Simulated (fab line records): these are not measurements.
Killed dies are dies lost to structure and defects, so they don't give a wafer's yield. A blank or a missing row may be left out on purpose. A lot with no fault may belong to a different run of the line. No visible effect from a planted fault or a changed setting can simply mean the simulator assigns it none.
A single fault, viewed from 2 desks ; flow n5_finfet ; what lay behind the numbers comes last; until then each desk has only its own

## FOR THE TOOL OWNER'S DESK: euv_scanner-02
The tool's own readings at N5_BEOL_M4_EXPOSE_08 (exposes mask M4): means of the sampled wafers that have a number, for each lot that ran on this tool. The brackets show how far a lot's mean lies from the usual mean; more than 4 standard deviations puts the lot out of limits, marked OUT.
Columns: A = stage_msd_nm at N5_BEOL_M4_EXPOSE_08, usual 0.824 nm
lot;first seen here;A
L655;day 7 11:16;0.826
L658;day 8 12:32;0.823
L661;day 9 01:31;0.821
L663;day 9 20:32;0.821
L664;day 9 21:39;0.822
L666;day 10 10:18;0.823
L667;day 10 14:17;0.823
L669;day 11 06:19;0.821
Result from this desk: across the 8 lots, nothing is out of limits.

## THE METROLOGY DESK
What the gauges read for every lot (on any tool): the sampled wafers with a number, averaged. The brackets show how far a lot's mean lies from the usual mean; more than 4 standard deviations puts the lot out of limits, marked OUT. Of its 11 readings 7 are shown: those that lie furthest out on some lot.
Columns: A = DIBL_N at N5_BEOL_M4_RC_MEAS_101, usual 37.0 mV/V; B = DIBL_P at N5_BEOL_M4_RC_MEAS_101, usual 37.3 mV/V; C = IOFF_N at N5_BEOL_M4_RC_MEAS_101, usual 0.17 nA/um; D = IOFF_P at N5_BEOL_M4_RC_MEAS_101, usual 0.23 nA/um; E = ION_N at N5_BEOL_M4_RC_MEAS_101, usual 675 uA/um; F = SS_P at N5_BEOL_M4_RC_MEAS_101, usual 73.6 mV/dec; G = VT_P at N5_BEOL_M4_RC_MEAS_101, usual -250 mV
lot;first seen here;A;B;C;D;E;F;G
L655;day 7 11:22;40.4;40.4;0.25;0.31;689;74.9;-247
L656;day 7 11:33;37.9;38.6;0.20;0.24;677;74.9;-249
L658;day 8 12:40;38.3;39.3;0.20;0.22;684;74.0;-251
L661;day 9 01:38;37.7;39.0;0.20;0.24;693;73.9;-252
L663;day 9 20:41;38.4;40.1;0.19;0.27;684;74.5;-247
L664;day 9 21:46;38.5;38.7;0.21;0.30;688;73.7;-244
L666;day 10 10:26;37.2;36.2;0.16;0.20;660;73.4;-251
L667;day 10 14:25;36.5;37.4;0.19;0.26;678;73.5;-247
L669;day 11 06:26;37.1;36.3;0.15;0.23;660;73.5;-250
L674;day 12 15:41;36.2;33.8;0.15;0.19;674;72.8;-252
Result from this desk: across the 10 lots, nothing is out of limits.

## TAKEN TOGETHER
The desk of the tool owner found nothing out of limits.
Nothing out of limits was seen by the metrology desk.

## WHAT THE SIMULATOR HAD INSERTED
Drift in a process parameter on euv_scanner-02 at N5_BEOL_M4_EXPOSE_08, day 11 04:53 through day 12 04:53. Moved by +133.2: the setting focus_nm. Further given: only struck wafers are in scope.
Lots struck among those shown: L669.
